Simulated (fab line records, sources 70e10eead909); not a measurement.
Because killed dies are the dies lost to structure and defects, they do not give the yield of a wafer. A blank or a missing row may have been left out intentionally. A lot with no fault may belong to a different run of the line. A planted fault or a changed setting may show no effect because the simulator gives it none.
fab line records | flow nand_harc
[record] lots = 11 | wafers = 33 | last_day = 24
route steps=1159 shown P_ZERO_WELL@26 P_STI@85 END@1159
lots untouched by any fault: they come from a run of this same line in which no faults occurred
start_h: start of the lot's first displayed wafer, in hours after the record's first day | wait_h: hours from the lot's prior step to this one | " same as the row above | L1.1+2: several wafers, shown together as one row | - either no value or no given start | * or withheld: withheld | < > ~ a bound
route shown NAME@n: names a module that has steps shown in the file, with the first one's number in the route | usual: mean and standard deviation over wafers with no fault | same: alike in all rows | chamber/n: place in a boat | sites: each site's reading | _std_site: the values' standard deviation | _edge_site: the outer-site mean with the inner-site mean subtracted | radius_mm: how far each site lies from the wafer's centre | mask NAME#n: copy n | behind: the tool/chamber that last shaped the wafer | hold: reason for holding the lot/hours on hold/outcome of the hold | device: the transistor (n, p or np) that didn't switch | end of line: at the end of the route, the tests of the same wafers | for a step that has no rows: nothing shown but its recipe | killed: dies lost to structure and defects at the first sort, not the wafer's yield | map: the dies of a wafer, with x for killed, . for not killed, _ for no die there
set.NAME: setting as actually run; set.NAME@STEP: the setting as run at that earlier step | model.NAME: the simulator's own value behind a step, which no gauge read
steps of the route over a sample of lots; a table a step, a row a wafer
services: a tool's chamber out of use, with start hour (start_h, from the record's first day; less than 0 if before it), hours out, and reason
[[steps]]
[step NHARC_P_ZERO_WELL_EXPOSE_21]
[recipe] na = 0.6 | target_cd_nm = 720 | dose_mj = 22.31 | mask_id = P_NWELL
[usual] focus_offset_nm = 0.1/0.47
lot.wafer | tool           | chamber | start_h | wait_h | mask      | focus_offset_nm
L237.2    | krf_scanner-03 | 0       | 14.46   | -      | P_NWELL#0 | 0.0
L237.4    | "              | 0       | "       | "      | P_NWELL#0 | 0.0
L237.6    | "              | 0       | "       | "      | P_NWELL#0 | 0.5
L238.1    | krf_scanner-04 | 0       | 20.47   | -      | P_NWELL#0 | 0.9
L238.2    | "              | 0       | "       | "      | P_NWELL#0 | 0.1
L238.6    | "              | 0       | "       | "      | P_NWELL#0 | 0.2
L239.4    | krf_scanner-03 | 0       | 26.57   | -      | P_NWELL#0 | 0.2
L239.5    | "              | 0       | "       | "      | P_NWELL#0 | 0.6
L239.6    | "              | 0       | "       | "      | P_NWELL#0 | 0.8
L245.1    | krf_scanner-02 | 0       | 62.46   | -      | P_NWELL#0 | 0.2
L245.2    | "              | 0       | "       | "      | P_NWELL#0 | 0.4
L245.4    | "              | 0       | "       | "      | P_NWELL#0 | 0.5
L250.1    | krf_scanner-04 | 0       | 92.30   | -      | P_NWELL#0 | 1.2
L250.2    | "              | 0       | "       | "      | P_NWELL#0 | 0.1
L250.6    | "              | 0       | "       | "      | P_NWELL#0 | 0.4
L252.1    | krf_scanner-04 | 0       | 104.42  | -      | P_PWELL#0 | -0.3
L252.4    | "              | 0       | "       | "      | P_PWELL#0 | 0.4
L252.5    | "              | 0       | "       | "      | P_PWELL#0 | -0.1
L253.1    | krf_scanner-04 | 0       | 110.31  | -      | P_NWELL#0 | -0.4
L253.5    | "              | 0       | "       | "      | P_NWELL#0 | 0.2
L253.6    | "              | 0       | "       | "      | P_NWELL#0 | -0.3
L257.2    | krf_scanner-02 | 0       | 134.20  | -      | P_NWELL#0 | -0.8
L257.4    | "              | 0       | "       | "      | P_NWELL#0 | -0.3
L257.5    | "              | 0       | "       | "      | P_NWELL#0 | 0.0
L258.1    | krf_scanner-03 | 0       | 140.43  | -      | P_NWELL#0 | 0.4
L258.4    | "              | 0       | "       | "      | P_NWELL#0 | -0.5
L258.5    | "              | 0       | "       | "      | P_NWELL#0 | -0.2
L259.2    | krf_scanner-02 | 0       | 146.59  | -      | P_NWELL#0 | -0.4
L259.4    | "              | 0       | "       | "      | P_NWELL#0 | 0.1
L259.5    | "              | 0       | "       | "      | P_NWELL#0 | 0.1
L260.1    | krf_scanner-03 | 0       | 152.45  | -      | P_NWELL#0 | 0.8
L260.2    | "              | 0       | "       | "      | P_NWELL#0 | 0.6
L260.3    | "              | 0       | "       | "      | P_NWELL#0 | 0.0
[step NHARC_P_ZERO_WELL_CD_MEAS_24]
[recipe] target_cd_nm = 720 | landing_energy_ev = 500
[usual] cd_nm = 720.7/2.3
lot.wafer | tool      | chamber | start_h | wait_h | cd_nm
L237.2    | cd_sem-02 | 0       | 14.61   | -      | 720.7
L237.4    | "         | 0       | "       | "      | 719.3
L237.6    | "         | 0       | "       | "      | 718.8
L238.1    | cd_sem-03 | 0       | 20.62   | -      | 722.6
L238.2    | "         | 0       | "       | "      | 721.1
L238.6    | "         | 0       | "       | "      | 724.5
L239.4    | cd_sem-03 | 0       | 26.72   | -      | 724.1
L239.5    | "         | 0       | "       | "      | 726.3
L239.6    | "         | 0       | "       | "      | 722.4
L245.1    | cd_sem-01 | 0       | 62.62   | -      | 718.3
L245.2    | "         | 0       | "       | "      | 718.6
L245.4    | "         | 0       | "       | "      | 721.8
L250.1    | cd_sem-02 | 0       | 92.45   | -      | 721.9
L250.2    | "         | 0       | "       | "      | 722.9
L250.6    | "         | 0       | "       | "      | 720.6
L252.1    | cd_sem-02 | 0       | 104.58  | -      | -
L252.4    | "         | 0       | "       | "      | -
L252.5    | "         | 0       | "       | "      | -
L253.1    | cd_sem-01 | 0       | 110.47  | -      | 719.7
L253.5    | "         | 0       | "       | "      | 721.4
L253.6    | "         | 0       | "       | "      | 717.2
L257.2    | cd_sem-03 | 0       | 134.35  | -      | 719.6
L257.4    | "         | 0       | "       | "      | 719.1
L257.5    | "         | 0       | "       | "      | 717.6
L258.1    | cd_sem-02 | 0       | 140.59  | -      | 720.2
L258.4    | "         | 0       | "       | "      | 722.7
L258.5    | "         | 0       | "       | "      | 719.8
L259.2    | cd_sem-01 | 0       | 146.75  | -      | 718.0
L259.4    | "         | 0       | "       | "      | 714.9
L259.5    | "         | 0       | "       | "      | 718.4
L260.1    | cd_sem-03 | 0       | 152.61  | -      | 718.8
L260.2    | "         | 0       | "       | "      | 719.0
L260.3    | "         | 0       | "       | "      | 720.5
[step NHARC_P_ZERO_WELL_DESCUM_26]
[recipe] time_s = 3 | o2_flow_sccm = 200 | ar_flow_sccm = 0 | bias_power_w = 0 | chemistry = O2
[usual] drypump_motor_current_A = 5.7/0.64 | o2_flow_sccm = 200.0/0.56 | oes_product_au = 1.002/0.0086 | rf_vpp_V = 57.8/0.89 | showerhead_plenum_p_Torr = 1.93/0.087 | throttle_valve_pct = 11.312/0.0094
[same] bias_power_w = 0
lot.wafer | tool        | chamber | start_h | wait_h | drypump_motor_current_A | o2_flow_sccm | oes_product_au | rf_hours_counter_h | rf_vpp_V | showerhead_plenum_p_Torr | throttle_valve_pct
L237.2    | rie_diel-03 | 0       | 14.77   | -      | 4.8                     | 200.3        | 1.004          | 6                  | 59.5     | 2.06                     | 11.312
L237.4    | "           | 2       | "       | "      | 5.7                     | 201.1        | 0.997          | 6                  | 57.6     | 2.03                     | 11.309
L237.6    | "           | 1       | "       | "      | 5.5                     | 199.6        | 1.003          | -                  | 57.1     | 1.95                     | 11.318
L238.2    | rie_diel-05 | 3       | 20.80   | -      | 6.5                     | 199.2        | 0.999          | 0                  | 57.6     | 1.92                     | 11.310
L238.1    | "           | 1       | "       | "      | 6.7                     | 199.4        | 0.998          | 1                  | 58.0     | 1.93                     | 11.307
L238.6    | "           | 3       | "       | "      | 6.5                     | 199.5        | 0.986          | -                  | 58.2     | 1.92                     | 11.317
L239.4    | rie_diel-03 | 1       | 26.90   | -      | 5.4                     | 201.0        | 0.995          | 7                  | 58.0     | 1.95                     | 11.296
L239.5    | "           | 2       | "       | "      | 5.7                     | 199.4        | 1.003          | -                  | 57.9     | 2.03                     | 11.308
L239.6    | "           | 3       | "       | "      | 5.3                     | 199.4        | 1.006          | -                  | 57.4     | 1.89                     | 11.321
L245.1    | rie_diel-12 | 1       | 62.78   | -      | 6.0                     | 199.8        | 1.005          | 3                  | 57.1     | 1.79                     | 11.298
L245.2    | "           | 3       | "       | "      | 5.1                     | 199.8        | 0.984          | 2                  | 56.8     | 1.91                     | 11.315
L245.4    | "           | 0       | "       | "      | 6.1                     | 199.8        | 0.993          | 2                  | 56.9     | 1.85                     | 11.322
L250.1    | rie_diel-12 | 1       | 92.61   | -      | 6.0                     | 199.7        | 1.006          | 5                  | 56.7     | 1.79                     | 11.314
L250.2    | "           | 2       | "       | "      | 5.2                     | 200.3        | 1.026          | 5                  | 56.7     | 1.79                     | 11.302
L250.6    | "           | 2       | "       | "      | 5.2                     | 200.0        | 1.012          | -                  | 58.1     | 1.79                     | 11.317
L252.4    | rie_diel-05 | 0       | 104.75  | -      | 6.1                     | 199.9        | 1.006          | 9                  | 57.3     | 1.94                     | 11.313
L252.1    | "           | 2       | "       | "      | 4.7                     | 199.4        | 1.011          | 8                  | 58.8     | 2.07                     | 11.324
L252.5    | "           | 0       | "       | "      | 6.1                     | 200.3        | 0.997          | -                  | 57.6     | 1.94                     | 11.327
L253.1    | rie_diel-05 | 2       | 110.67  | -      | 4.7                     | 199.9        | 1.013          | 8                  | 59.0     | 2.07                     | 11.307
L253.5    | "           | 3       | "       | "      | 6.6                     | 198.5        | 1.002          | -                  | 58.0     | 1.92                     | 11.305
L253.6    | "           | 0       | "       | "      | 6.1                     | 200.0        | 1.002          | -                  | 57.2     | 1.94                     | 11.320
L257.4    | rie_diel-03 | 3       | 134.52  | -      | 5.3                     | 200.7        | 0.990          | 6                  | 58.4     | 1.89                     | 11.317
L257.2    | "           | 0       | "       | "      | 4.9                     | 201.1        | 0.997          | 7                  | 59.2     | 2.05                     | 11.294
L257.5    | "           | 2       | "       | "      | 5.7                     | 200.3        | 0.992          | -                  | 57.9     | 2.03                     | 11.319
L258.4    | rie_diel-12 | 2       | 140.77  | -      | 5.2                     | 200.3        | 1.000          | 8                  | 56.7     | 1.79                     | 11.316
L258.1    | "           | 3       | "       | "      | 5.2                     | 199.8        | 0.982          | 7                  | 56.3     | 1.91                     | 11.319
L258.5    | "           | 2       | "       | "      | 5.2                     | 199.2        | 0.999          | -                  | 57.9     | 1.79                     | 11.320
L259.4    | rie_diel-05 | 0       | 146.91  | -      | 6.1                     | 199.7        | 1.007          | 12                 | 57.9     | 1.94                     | 11.307
L259.2    | "           | 2       | "       | "      | 4.6                     | 199.3        | 1.024          | 10                 | 58.1     | 2.07                     | 11.306
L259.5    | "           | 0       | "       | "      | 6.1                     | 200.3        | 1.003          | -                  | 57.9     | 1.94                     | 11.290
L260.2    | rie_diel-05 | 2       | 152.77  | -      | 4.6                     | 200.5        | 1.023          | 11                 | 57.6     | 2.07                     | 11.327
L260.3    | "           | 3       | "       | "      | 6.5                     | 200.9        | 1.013          | 5                  | 57.7     | 1.92                     | 11.311
L260.1    | "           | 0       | "       | "      | 6.1                     | 199.8        | 1.017          | 12                 | 58.1     | 1.94                     | 11.300
[step NHARC_P_STI_INSPECT_11]
[usual] raw_defect_count = 5.6/2.8
lot.wafer | tool              | chamber | start_h | wait_h | raw_defect_count
L237.2    | defect_inspect-01 | -       | 36.90   | 0.0    | 3
L237.4    | "                 | -       | "       | "      | 4
L237.6    | "                 | -       | "       | "      | 7
L239.4    | defect_inspect-01 | -       | 45.03   | 0.0    | 7
L239.5    | "                 | -       | "       | "      | 4
L239.6    | "                 | -       | "       | "      | 5
L238.1    | defect_inspect-02 | -       | 45.19   | 0.0    | 4
L238.2    | "                 | -       | "       | "      | 5
L238.6    | "                 | -       | "       | "      | 6
L245.1    | defect_inspect-01 | -       | 83.21   | 0.0    | 5
L245.2    | "                 | -       | "       | "      | 3
L245.4    | "                 | -       | "       | "      | 9
L250.1    | defect_inspect-02 | -       | 114.82  | 0.0    | 10
L250.2    | "                 | -       | "       | "      | 10
L250.6    | "                 | -       | "       | "      | 13
L253.1    | defect_inspect-02 | -       | 130.84  | 0.0    | 4
L253.5    | "                 | -       | "       | "      | 3
L253.6    | "                 | -       | "       | "      | 6
L257.2    | defect_inspect-01 | -       | 155.65  | 0.0    | 8
L257.4    | "                 | -       | "       | "      | 10
L257.5    | "                 | -       | "       | "      | 4
L258.1    | defect_inspect-01 | -       | 161.85  | 0.0    | 2
L258.4    | "                 | -       | "       | "      | 7
L258.5    | "                 | -       | "       | "      | 12
L260.1    | defect_inspect-02 | -       | 169.61  | 0.0    | 10
L260.2    | "                 | -       | "       | "      | 4
L260.3    | "                 | -       | "       | "      | 2
L259.2    | defect_inspect-01 | -       | 169.77  | 0.0    | 5
L259.4    | "                 | -       | "       | "      | 6
L259.5    | "                 | -       | "       | "      | 6
[step NHARC_P_STI_ETCH_31]
[recipe] target_depth_a = 1089 | time_s = 54.5 | cf4_flow_sccm = 100 | chf3_flow_sccm = 30 | ar_flow_sccm = 0 | rf_w = 500 | bias_w = 200 | chemistry = CF4/CHF3
[usual] cf4_flow_sccm = 100.0/0.31 | drypump_motor_current_A = 5.8/0.48 | oes_product_au = 0.959/0.017 | rf_vpp_V = 369.9/2.5 | showerhead_plenum_p_Torr = 1.55/0.067 | throttle_valve_pct = 16.802/0.0097
lot.wafer | tool        | chamber | start_h | wait_h | cf4_flow_sccm | drypump_motor_current_A | oes_product_au | rf_hours_counter_h | rf_vpp_V | showerhead_plenum_p_Torr | throttle_valve_pct
L237.4    | rie_diel-01 | 2       | -       | -      | 99.8          | 6.1                     | 0.971          | 3                  | 366.2    | 1.47                     | 16.784
L237.2    | "           | 0       | "       | "      | 99.9          | 5.3                     | 0.958          | 3                  | 367.0    | 1.49                     | 16.799
L237.6    | "           | 3       | "       | "      | 100.4         | 5.6                     | 0.962          | -                  | 373.5    | 1.66                     | 16.791
L239.4    | rie_diel-07 | 2       | -       | -      | 100.7         | 5.7                     | 0.947          | 4                  | 374.1    | 1.64                     | 16.798
L239.5    | "           | 0       | "       | "      | 100.0         | 5.5                     | 0.969          | -                  | 367.8    | 1.48                     | 16.805
L239.6    | "           | 1       | "       | "      | 100.1         | 6.6                     | 0.957          | -                  | 367.4    | 1.51                     | 16.785
L238.2    | rie_diel-06 | 2       | -       | -      | 100.1         | 4.8                     | 0.955          | 11                 | 370.6    | 1.53                     | 16.795
L238.1    | "           | 1       | "       | "      | 99.8          | 6.2                     | 0.954          | 12                 | 372.2    | 1.64                     | 16.797
L238.6    | "           | 3       | "       | "      | 99.8          | 5.6                     | 0.930          | -                  | 371.4    | 1.61                     | 16.782
L245.2    | rie_diel-07 | 2       | -       | -      | 100.5         | 5.7                     | 0.956          | 1                  | 373.1    | 1.64                     | 16.808
L245.1    | "           | 1       | "       | "      | 99.9          | 6.6                     | 0.980          | 1                  | 369.2    | 1.51                     | 16.811
L245.4    | "           | 2       | "       | "      | 100.5         | 5.6                     | 0.950          | -                  | 372.7    | 1.64                     | 16.805
L250.2    | rie_diel-06 | 1       | -       | -      | 99.5          | 6.2                     | 0.970          | 4                  | 372.7    | 1.64                     | 16.825
L250.1    | "           | 2       | "       | "      | 100.2         | 4.8                     | 0.983          | 3                  | 369.4    | 1.53                     | 16.804
L250.6    | "           | 0       | "       | "      | 99.7          | 6.3                     | 0.944          | -                  | 371.0    | 1.56                     | 16.798
L253.1    | rie_diel-07 | 3       | -       | -      | 99.7          | 6.0                     | 0.976          | 2                  | 367.9    | 1.50                     | 16.805
L253.5    | "           | 3       | "       | "      | 99.8          | 6.0                     | 0.973          | -                  | 367.5    | 1.50                     | 16.800
L253.6    | "           | 0       | "       | "      | 99.9          | 5.5                     | 0.975          | -                  | 366.8    | 1.48                     | 16.788
L257.4    | rie_diel-01 | 2       | -       | -      | 100.1         | 6.1                     | 0.942          | 1                  | 367.5    | 1.47                     | 16.800
L257.2    | "           | 0       | "       | "      | 99.6          | 5.3                     | 0.932          | 0                  | 367.9    | 1.49                     | 16.803
L257.5    | "           | 3       | "       | "      | 100.5         | 5.6                     | 0.962          | -                  | 372.9    | 1.66                     | 16.807
L258.1    | rie_diel-06 | 1       | -       | -      | 99.9          | 6.2                     | 0.969          | 7                  | 373.6    | 1.63                     | 16.801
L258.4    | "           | 2       | "       | "      | 100.2         | 4.8                     | 0.950          | 6                  | 369.2    | 1.53                     | 16.824
L258.5    | "           | 1       | "       | "      | 100.0         | 6.2                     | 0.972          | -                  | 371.8    | 1.63                     | 16.802
L260.2    | rie_diel-06 | 3       | -       | -      | 100.1         | 5.6                     | 0.962          | 6                  | 371.1    | 1.61                     | 16.821
L260.3    | "           | 1       | "       | "      | 100.2         | 6.2                     | 0.980          | 8                  | 371.8    | 1.63                     | 16.801
L260.1    | "           | 2       | "       | "      | 99.9          | 4.8                     | 0.978          | 7                  | 369.4    | 1.53                     | 16.784
L259.4    | rie_diel-06 | 2       | -       | -      | 100.2         | 4.8                     | 0.966          | 7                  | 368.9    | 1.53                     | 16.812
L259.2    | "           | 0       | "       | "      | 99.4          | 6.2                     | 0.929          | 7                  | 370.7    | 1.56                     | 16.810
L259.5    | "           | 2       | "       | "      | 100.5         | 4.8                     | 0.960          | -                  | 369.2    | 1.53                     | 16.801
[step NHARC_END_SORT_01]
[recipe] temp_c = 25
[usual] killed_at_array = 27/8.8 | killed_at_other = 0.4/0.82 | killed_at_periphery = 3.1/2.1 | killed_dies = 31/8.8 | killed_open = 3.3/2 | killed_short = 2.0/1.4
[same] gross_dies = 677
lot.wafer | tool      | chamber | start_h | wait_h | killed_at_array | killed_at_other | killed_at_periphery | killed_dies | killed_open | killed_short
L252.1    | prober-02 | 0       | 524.84  | 2.5    | 24              | 0               | 653                 | 677         | 2           | 3
L252.4    | prober-02 | 0       | 527.26  | 3.4    | 25              | 1               | 651                 | 677         | 2           | 4
L252.5    | prober-02 | 0       | 528.06  | 3.7    | 19              | 0               | 658                 | 677         | 2           | 2
// killed by level:class
L252.1 P_ZERO_WELL:area_expose=650 A_CHANNEL_HOLE_D1:chamber_film_flake=18 P_M0:geometric_particle:short=1 A_ONON_D1:geometric_particle:short=1 A_CHANNEL_FILL_D1:geometric_particle:open=1 A_CONTACT:geometric_particle:open=1 A_CONTACT:geometric_particle:short=1 P_ZERO_WELL:chamber_film_flake=1
L252.4 P_ZERO_WELL:area_expose=648 A_CHANNEL_HOLE_D1:chamber_film_flake=18 P_GATE:chamber_film_flake=2 P_M2:geometric_particle:open=1 A_CHANNEL_HOLE_D1:geometric_particle:short=1 A_CHANNEL_FILL_D1:geometric_particle:short=1 A_CHANNEL_FILL_D1:geometric_particle:open=1 A_WL_FILL:geometric_particle:short=1
L252.5 P_ZERO_WELL:area_expose=654 A_CHANNEL_HOLE_D1:chamber_film_flake=15 P_GATE:chamber_film_flake=3 P_CONTACT:geometric_particle:open=1 A_ONON_D1:geometric_particle:short=1 A_CHANNEL_FILL_D1:geometric_particle:short=1 A_BLC:geometric_particle:open=1 A_STAIRCASE:chamber_film_flake=1
[[services]]
tool           | chamber | start_h | hours | kind
krf_scanner-04 | -       | -7.30   | 0.2   | repair
rie_diel-05    | -       | -7.06   | 9.0   | pm
krf_scanner-03 | -       | -4.00   | 4.0   | pm
rie_diel-06    | 0       | 11.10   | 2.6   | repair
rie_diel-12    | 0       | 13.30   | 19.4  | repair
rie_diel-06    | 1       | 16.47   | 4.2   | repair
rie_diel-05    | 3       | 28.73   | 5.1   | repair
rie_diel-05    | 2       | 37.78   | 3.4   | repair
krf_scanner-02 | -       | 38.01   | 4.0   | pm
rie_diel-03    | -       | 38.30   | 9.0   | pm
rie_diel-05    | 3       | 38.33   | 58.7  | repair
rie_diel-06    | 0       | 42.01   | 9.9   | repair
krf_scanner-02 | -       | 45.29   | 8.5   | repair
rie_diel-07    | -       | 51.20   | 9.0   | pm
rie_diel-06    | 3       | 52.61   | 3.9   | repair
krf_scanner-02 | -       | 54.83   | 1.8   | repair
rie_diel-03    | 2       | 55.25   | 1.8   | repair
rie_diel-06    | -       | 64.20   | 9.0   | pm
rie_diel-06    | 0       | 99.33   | 2.0   | repair
rie_diel-05    | -       | 107.43  | 0.3   | repair
krf_scanner-04 | -       | 127.01  | 4.0   | pm
rie_diel-05    | 1       | 148.03  | 5.6   | repair
krf_scanner-03 | -       | 168.00  | 4.0   | pm
rie_diel-05    | -       | 169.94  | 9.0   | pm
[[key]]
[first_sign] step = NHARC_P_ZERO_WELL_EXPOSE_21 | reading = mask | direction = changed
[effect] step = NHARC_P_ZERO_WELL_CD_MEAS_24 | reading = cd_nm | direction = missing
[effect] step = NHARC_END_SORT_01 | reading = killed_at_periphery | direction = up | sigmas = 99+ | usual = 3.1 | struck = 654
[more_kills_born_at] NHARC_P_ZERO_WELL_EXPOSE_21@krf_scanner-04 = 1952
met_at NHARC_P_ZERO_WELL_EXPOSE_21
struck_lots L252
later_rows_left_out L252.1,L252.4,L252.5
tester_left_out L252
not_acting_at NHARC_P_ZERO_WELL_DESCUM_26,NHARC_P_STI_INSPECT_11,NHARC_P_STI_ETCH_31
onset_between 92.30 104.42
[fault] kind = wrong_mask | tool = any | chamber = - | onset_h = 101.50 | steps = NHARC_P_ZERO_WELL_EXPOSE_21 | aux_copy = P_PWELL#0 | scope = struck_lots_only
// tester_left_out: of these lots the tester's yield and bins aren't shown, on N5 and GAA mostly nor the transistor test; their killed dies are dies lost to structure and defects alone, not to doping, threshold or leakage, so they don't give the yield
// later_rows_left_out: the simulator's readings of these wafers behind a module that went badly wrong aren't trusted and aren't shown, but for the sort
